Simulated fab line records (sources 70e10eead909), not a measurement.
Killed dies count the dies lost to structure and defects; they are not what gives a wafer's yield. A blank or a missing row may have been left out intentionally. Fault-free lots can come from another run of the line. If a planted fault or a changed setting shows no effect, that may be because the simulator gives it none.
Matching of chambers / flow nand-harc / 4 sister chambers for NHARC_A_BONDPAD_ETCH_34 on rie-diel-03
The step etches the open film in N2/H2, target depth 60 nm, overetch 18 nm, time 65.91 s. 4 wafers are shown with their chamber, then 12 later ones without.

WAFERS WITH THEIR CHAMBER
wafer=L086.6; chamber=3; showerhead-plenum-p-Torr (Torr)=2.02
wafer=L089.5; chamber=1; showerhead-plenum-p-Torr (Torr)=2.04
wafer=L090.3; chamber=0; showerhead-plenum-p-Torr (Torr)=1.99
wafer=L090.6; chamber=2; showerhead-plenum-p-Torr (Torr)=2.20

WAFERS WITHOUT THEIR CHAMBER
wafer=L092.1; showerhead-plenum-p-Torr (Torr)=2.20
wafer=L092.2; showerhead-plenum-p-Torr (Torr)=1.99
wafer=L092.4; showerhead-plenum-p-Torr (Torr)=2.02
wafer=L094.1; showerhead-plenum-p-Torr (Torr)=1.99
wafer=L094.3; showerhead-plenum-p-Torr (Torr)=2.04
wafer=L094.4; showerhead-plenum-p-Torr (Torr)=2.02
wafer=L096.2; showerhead-plenum-p-Torr (Torr)=1.99
wafer=L096.4; showerhead-plenum-p-Torr (Torr)=2.20
wafer=L096.6; showerhead-plenum-p-Torr (Torr)=2.01
wafer=L097.1; showerhead-plenum-p-Torr (Torr)=2.20
wafer=L097.3; showerhead-plenum-p-Torr (Torr)=2.04
wafer=L097.5; showerhead-plenum-p-Torr (Torr)=2.01

CHAMBER TAKEN BY EACH
wafer=L092.1; from the rows above=2; in truth=2
wafer=L092.2; from the rows above=0; in truth=0
wafer=L092.4; from the rows above=3; in truth=3
wafer=L094.1; from the rows above=0; in truth=0
wafer=L094.3; from the rows above=1; in truth=1
wafer=L094.4; from the rows above=3; in truth=3
wafer=L096.2; from the rows above=0; in truth=0
wafer=L096.4; from the rows above=2; in truth=2
wafer=L096.6; from the rows above=3; in truth=3
wafer=L097.1; from the rows above=2; in truth=2
wafer=L097.3; from the rows above=1; in truth=1
wafer=L097.5; from the rows above=3; in truth=3
12 of 12 placed correctly. Not placeable from these rows: 0. 0 placed wrongly.
How it was worked out, from the rows above alone: a wafer's distance from a chamber is the root of the sum, over the readings, of the square of ((its reading less the chamber's mean) divided by the reading's scatter). The wafer belongs to the nearest chamber; if the next one is less than 2 further off, it can't be placed. For every chamber, the mean is computed from those of its wafers that are shown. The scatter: root of mean squared gap, hidden wafer to nearest shown wafer, with one shown wafer a chamber.
